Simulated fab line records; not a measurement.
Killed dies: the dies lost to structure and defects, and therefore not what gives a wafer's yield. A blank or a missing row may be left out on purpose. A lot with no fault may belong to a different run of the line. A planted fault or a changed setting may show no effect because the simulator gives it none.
Which of the tools did it?	flow n5Finfet	22 lots, 66 wafers sampled, at 5 steps of a route of 1938

== WHAT THE GAUGES READ, wafer by wafer ==
N5_GATE_CUT_OVL_MEAS_14. Usual: GATE_CUT_OVL typically reads 0.1 nm, with standard deviation 0.67.
lot	measured	on	GATE_CUT_OVL (nm)	flag
L074	day 4 12:20	overlay-01	-0.5 0.6 -0.9	
L075	day 4 16:38	overlay-01	0.6 0.4 -0.1	
L076	day 4 22:02	overlay-02	-0.7 -0.1 -0.8	
L078	day 5 13:47	overlay-01	0.2 -0.2 0.4	
L079	day 5 17:33	overlay-01	-0.4 -0.1 -0.9	
L080	day 5 23:29	overlay-01	0.0 -0.5 0.0	
L081	day 6 07:40	overlay-02	0.3 -0.2 0.2	
L082	day 6 09:44	overlay-01	0.9 -0.6 0.2	
L083	day 6 16:40	overlay-01	0.7 0.4 0.4	
L084	day 6 23:34	overlay-01	1.0 -0.5 1.3	
L085	day 7 07:07	overlay-02	0.0 0.4 -1.1	
L086	day 7 13:10	overlay-01	0.9 0.7 -0.1	
L088	day 7 23:59	overlay-01	0.1 -0.3 -1.0	
L090	day 8 08:25	overlay-01	-0.2 0.8 0.3	
L089	day 8 08:52	overlay-02	0.0 0.7 0.5	
L091	day 8 15:52	overlay-01	-0.2 0.1 -0.9	
L092	day 9 00:23	overlay-01	0.6 1.4 1.5	
L093	day 9 06:10	overlay-01	0.2 -0.5 0.7	
L094	day 9 10:41	overlay-01	-0.4 0.7 0.1	
L095	day 9 16:20	overlay-01	0.0 -0.7 -0.8	
L096	day 9 23:23	overlay-01	-0.8 -0.4 -1.0	
L097	day 10 05:35	overlay-01	-1.2 -0.4 -0.6	

== TOOL THAT RAN EACH LOT (tool first, then ch and the chambers of the sampled wafers, then the start) ==
lot	N5_HKMG_FIN_STRIP_90	N5_HKMG_FIN_ALD_21	N5_GATE_CUT_STRIP_59	N5_GATE_CUT_HM_DEP_46
L074	rieDiel-02 ch 0,1,3, day 4 06:31	aldMetal-04 ch 2,3, day 4 07:12	rieDiel-03 ch 0,1,3, day 4 08:58	pecvd-01 ch 0,2, day 4 11:58
L075	rieDiel-04 ch 0,1,3, day 4 10:48	aldMetal-01 ch 0,3, day 4 11:41	rieDiel-03 ch 1,2,3, day 4 13:22	pecvd-01 ch 0,1,2, day 4 16:16
L076	rieDiel-06 ch 0,3, day 4 16:23	aldMetal-04 ch 0,2, day 4 17:11	rieDiel-05 ch 0,2,3, day 4 18:51	pecvd-01 ch 0,1,2, day 4 21:40
L078	rieDiel-02 ch 0,1,3, day 5 08:14	aldMetal-04 ch 2,3, day 5 08:56	rieDiel-05 ch 1,3, day 5 10:36	pecvd-03 ch 0,1,2, day 5 13:25
L079	rieDiel-02 ch 0,1, day 5 11:46	aldMetal-04 ch 0,2,3, day 5 12:28	rieDiel-05 ch 0,1, day 5 14:19	pecvd-04 ch 0,1, day 5 17:10
L080	rieDiel-04 ch 0,1, day 5 17:56	aldMetal-04 ch 2,3, day 5 18:37	rieDiel-01 ch 0,1,2, day 5 20:18	pecvd-01 ch 1,2, day 5 23:07
L081	rieDiel-02 ch 0,1, day 6 01:38	aldMetal-04 ch 0,2, day 6 02:19	rieDiel-05 ch 0,1,2, day 6 04:21	pecvd-03 ch 0,1, day 6 07:10
L082	rieDiel-06 ch 0,3, day 6 03:37	aldMetal-03 ch 0,1,3, day 6 04:17	rieDiel-03 ch 0,1,2, day 6 05:58	pecvd-03 ch 0,1,2, day 6 09:14
L083	rieDiel-02 ch 0,1,3, day 6 10:34	aldMetal-03 ch 1,2, day 6 11:23	rieDiel-05 ch 1,2, day 6 13:19	pecvd-03 ch 0,1,2, day 6 16:18
L084	rieDiel-02 ch 1,2, day 6 17:44	aldMetal-01 ch 0,1, day 6 18:33	rieDiel-01 ch 0,2, day 6 20:13	pecvd-01 ch 1,2, day 6 23:04
L085	rieDiel-04 ch 1,2, day 7 01:32	aldMetal-01 ch 0,2, day 7 02:13	rieDiel-01 ch 2,3, day 7 03:53	pecvd-03 ch 1,2, day 7 06:43
L086	rieDiel-02 ch 0,2,3, day 7 07:17	aldMetal-03 ch 1,2,3, day 7 07:59	rieDiel-05 ch 0,1,3, day 7 09:39	pecvd-01 ch 1,2, day 7 12:39
L088	rieDiel-04 ch 0,2,3, day 7 18:16	aldMetal-04 ch 1,2,3, day 7 18:58	rieDiel-03 ch 0,1,3, day 7 20:39	pecvd-01 ch 0,1, day 7 23:29
L090	rieDiel-02 ch 2,3, day 8 02:43	aldMetal-03 ch 0,1, day 8 03:26	rieDiel-03 ch 1,3, day 8 05:06	pecvd-03 ch 0,2, day 8 07:56
L089	rieDiel-02 ch 0,2,3, day 8 03:08	aldMetal-01 ch 0,1, day 8 03:52	rieDiel-01 ch 1,2,3, day 8 05:40	pecvd-01 ch 0,1, day 8 08:30
L091	rieDiel-04 ch 0,1,3, day 8 10:12	aldMetal-03 ch 0,1,2, day 8 10:53	rieDiel-05 ch 0,1,2, day 8 12:39	pecvd-01 ch 0,1,2, day 8 15:29
L092	rieDiel-04 ch 0,2,3, day 8 17:29	aldMetal-04 ch 0,1, day 8 18:10	rieDiel-01 ch 0,1,3, day 8 19:56	pecvd-04 ch 0,2, day 8 23:53
L093	rieDiel-02 ch 0,2,3, day 9 00:25	aldMetal-03 ch 1,2, day 9 01:07	rieDiel-05 ch 0,1,2, day 9 02:55	pecvd-03 ch 1,2, day 9 05:47
L094	rieDiel-02 ch 0,2,3, day 9 05:08	aldMetal-01 ch 0,3, day 9 05:49	rieDiel-03 ch 0,3, day 9 07:30	pecvd-04 ch 0,1, day 9 10:19
L095	rieDiel-04 ch 0,2,3, day 9 10:28	aldMetal-01 ch 0,2,3, day 9 11:08	rieDiel-01 ch 0,2,3, day 9 12:53	pecvd-03 ch 0,2, day 9 15:49
L096	rieDiel-06 ch 2,3, day 9 17:43	aldMetal-04 ch 0,1,2, day 9 18:23	rieDiel-05 ch 0,1,2, day 9 20:04	pecvd-04 ch 0,1,2, day 9 22:53
L097	rieDiel-02 ch 1,2,3, day 9 23:26	aldMetal-01 ch 1,2, day 10 00:07	rieDiel-03 ch 1,2,3, day 10 02:24	pecvd-04 ch 1,2, day 10 05:13
- N5_HKMG_FIN_STRIP_90: strips SOC in N2/H2, time 20 s.
- N5_HKMG_FIN_ALD_21: deposits TiN, target thk 1.5 nm, pulse time 1 s, purge time 3 s.
- N5_GATE_CUT_STRIP_59: strips in N2/H2, time 20 s.
- N5_GATE_CUT_HM_DEP_46: deposits SiO2 from TEOS/O2, target thk 130 nm, time 26.6 s.

== AS READ BY THE TOOLS THEMSELVES (means over the sampled wafers that have a number; for cases with no such wafer, the mark the record gives instead) ==
N5_HKMG_FIN_STRIP_90. Usual: drypumpMotorCurrentA 5.7 A, standard deviation 0.41; n2FlowSccm 300.0 sccm, standard deviation 0.9; oesProductAu 0.79 a.u., standard deviation 0.083; rfVppV 54.3 V, standard deviation 0.81; showerheadPlenumPTorr 3.38 Torr, standard deviation 0.1; throttleValvePct 19.10 %, standard deviation 0.19.
lot	tool	drypumpMotorCurrentA (A)	n2FlowSccm (sccm)	oesProductAu (a.u.)	rfVppV (V)	showerheadPlenumPTorr (Torr)	throttleValvePct (%)	flag
L074	rieDiel-02	5.5	300.1	0.88	53.7	3.50	19.04	
L075	rieDiel-04	5.7	299.5	0.83	53.9	3.34	19.02	
L076	rieDiel-06	6.0	300.8	0.70	54.1	3.40	19.20	
L078	rieDiel-02	5.6	299.1	0.86	54.5	3.49	19.05	
L079	rieDiel-02	5.4	299.0	0.86	54.2	3.45	19.11	
L080	rieDiel-04	5.9	299.3	0.84	53.7	3.30	18.79	
L081	rieDiel-02	5.4	298.6	0.85	54.6	3.45	19.11	
L082	rieDiel-06	6.0	300.2	0.69	54.5	3.39	19.23	
L083	rieDiel-02	5.6	300.1	0.84	54.3	3.49	19.07	
L084	rieDiel-02	5.2	300.6	0.73	54.6	3.38	19.17	
L085	rieDiel-04	6.1	299.8	0.79	53.0	3.29	19.01	
L086	rieDiel-02	5.4	299.7	0.83	54.8	3.43	19.10	
L088	rieDiel-04	6.1	299.9	0.74	54.6	3.26	18.94	
L090	rieDiel-02	5.5	301.0	0.82	54.5	3.47	19.06	
L089	rieDiel-02	5.4	300.8	0.83	53.8	3.43	19.10	
L091	rieDiel-04	5.7	299.9	0.80	54.0	3.32	19.08	
L092	rieDiel-04	6.1	300.4	0.74	54.4	3.26	18.98	
L093	rieDiel-02	5.4	300.4	0.81	54.4	3.42	19.12	
L094	rieDiel-02	5.4	300.2	0.81	54.3	3.42	19.12	
L095	rieDiel-04	6.1	299.0	0.73	54.0	3.26	18.97	
L096	rieDiel-06	5.5	300.2	0.70	54.0	3.22	19.34	
L097	rieDiel-02	5.5	300.0	0.76	54.2	3.44	19.14	

N5_HKMG_FIN_ALD_21. Usual: heaterPowerW 869 W, standard deviation 77; precursorPulseHeightRel 1.000, standard deviation 0.023; susceptorTempC 400.01 C, standard deviation 0.24.
lot	tool	heaterPowerW (W)	precursorPulseHeightRel	susceptorTempC (C)	flag
L074	aldMetal-04	782	1.026	399.96	
L075	aldMetal-01	923	0.998	400.02	
L076	aldMetal-04	799	0.993	400.14	
L078	aldMetal-04	824	1.003	399.89	
L079	aldMetal-04	793	0.990	400.01	
L080	aldMetal-04	825	1.011	400.14	
L081	aldMetal-04	798	0.991	400.09	
L082	aldMetal-03	891	0.997	399.99	
L083	aldMetal-03	888	0.999	400.10	
L084	aldMetal-01	965	0.966	400.10	
L085	aldMetal-01	918	0.986	400.06	
L086	aldMetal-03	897	0.993	400.02	
L088	aldMetal-04	824	0.993	400.07	
L090	aldMetal-03	937	1.018	399.96	
L089	aldMetal-01	940	1.000	400.15	
L091	aldMetal-03	896	1.004	400.22	
L092	aldMetal-04	859	0.988	399.94	
L093	aldMetal-03	881	1.010	400.02	
L094	aldMetal-01	909	0.984	400.20	
L095	aldMetal-01	934	1.015	399.74	
L096	aldMetal-04	831	0.986	400.28	
L097	aldMetal-01	990	0.994	400.17	

N5_GATE_CUT_STRIP_59. Usual: drypumpMotorCurrentA 5.7 A, standard deviation 0.52; n2FlowSccm 300.1 sccm, standard deviation 0.9; oesProductAu 0.78 a.u., standard deviation 0.075; rfVppV 45.3 V, standard deviation 0.92; showerheadPlenumPTorr 3.38 Torr, standard deviation 0.14; throttleValvePct 12.13 %, standard deviation 0.24.
lot	tool	drypumpMotorCurrentA (A)	n2FlowSccm (sccm)	oesProductAu (a.u.)	rfVppV (V)	showerheadPlenumPTorr (Torr)	throttleValvePct (%)	flag
L074	rieDiel-03	5.8	300.2	0.82	45.6	3.41	12.20	
L075	rieDiel-03	5.5	300.2	0.82	45.2	3.35	12.10	
L076	rieDiel-05	6.1	300.2	0.78	45.5	3.39	11.93	
L078	rieDiel-05	5.9	299.2	0.77	45.6	3.51	11.90	
L079	rieDiel-05	5.8	299.6	0.81	44.5	3.29	12.01	
L080	rieDiel-01	5.2	299.5	0.83	46.4	3.42	12.30	
L081	rieDiel-05	6.1	300.6	0.82	45.5	3.42	11.95	
L082	rieDiel-03	5.7	300.5	0.82	44.6	3.32	12.14	
L083	rieDiel-05	6.5	299.8	0.83	45.5	3.56	11.86	
L084	rieDiel-01	4.9	300.6	0.82	45.4	3.41	12.39	
L085	rieDiel-01	5.3	299.5	0.70	45.3	3.27	12.44	
L086	rieDiel-05	5.8	299.9	0.77	45.3	3.39	11.98	
L088	rieDiel-03	5.8	299.4	0.77	45.4	3.40	12.27	
L090	rieDiel-03	5.9	299.9	0.84	44.7	3.38	12.17	
L089	rieDiel-01	5.4	300.3	0.74	45.7	3.34	12.36	
L091	rieDiel-05	6.1	300.9	0.80	46.3	3.42	11.99	
L092	rieDiel-01	5.4	299.6	0.79	44.8	3.37	12.19	
L093	rieDiel-05	6.2	299.9	0.80	45.7	3.41	11.98	
L094	rieDiel-03	5.7	300.3	0.73	46.5	3.41	12.41	
L095	rieDiel-01	5.1	300.0	0.74	45.5	3.33	12.46	
L096	rieDiel-05	6.2	300.7	0.79	45.4	3.41	11.99	
L097	rieDiel-03	5.5	300.0	0.78	45.9	3.33	12.21	

N5_GATE_CUT_HM_DEP_46. Usual: heaterPowerW 569 W, standard deviation 110; showerheadPlenumPTorr 8.324 Torr, standard deviation 0.023; susceptorTempC 399.98 C, standard deviation 0.24; throttleValvePct 18.9 %, standard deviation 1.4.
lot	tool	heaterPowerW (W)	showerheadPlenumPTorr (Torr)	susceptorTempC (C)	throttleValvePct (%)	flag
L074	pecvd-01	523	8.335	399.93	17.8	
L075	pecvd-01	526	8.348	400.06	18.8	
L076	pecvd-01	570	8.334	400.10	18.7	
L078	pecvd-03	638	8.314	399.96	18.9	
L079	pecvd-04	620	8.328	400.06	20.5	
L080	pecvd-01	415	8.318	399.77	19.5	
L081	pecvd-03	687	8.324	399.76	19.3	
L082	pecvd-03	655	8.316	400.12	18.9	
L083	pecvd-03	604	8.311	400.09	18.8	
L084	pecvd-01	460	8.330	400.27	18.4	
L085	pecvd-03	636	8.320	399.99	18.9	
L086	pecvd-01	458	8.334	399.99	19.5	
L088	pecvd-01	608	8.329	399.83	19.8	
L090	pecvd-03	552	8.318	399.81	18.4	
L089	pecvd-01	559	8.328	400.01	19.8	
L091	pecvd-01	585	8.325	399.76	18.7	
L092	pecvd-04	480	8.297	399.82	17.7	
L093	pecvd-03	633	8.323	399.98	18.8	
L094	pecvd-04	521	8.310	400.08	19.6	
L095	pecvd-03	590	8.313	399.78	19.1	
L096	pecvd-04	562	8.317	400.01	19.1	
L097	pecvd-04	666	8.339	399.71	20.2	

== THE ANSWER, worked out from the rows above alone ==
Rule: a lot counts as off when the mean over its wafers that have a number is more than 3 standard deviations away from the usual mean. Also off: a lot with no number at a reading for which 4 or more lots have one. Where the step has rows for the other lots, those lots are counted as sound. The gauges are gone through in route order, then the tools' own readings, and for those a lot's mean is taken as printed above. At the first step where some lot is off, the reading lying furthest off is the one used; lots without a number count as furthest.
None of the lots is off at any reading shown; this tells nothing.

== WHAT HAD BEEN PUT IN BY THE SIMULATOR ==
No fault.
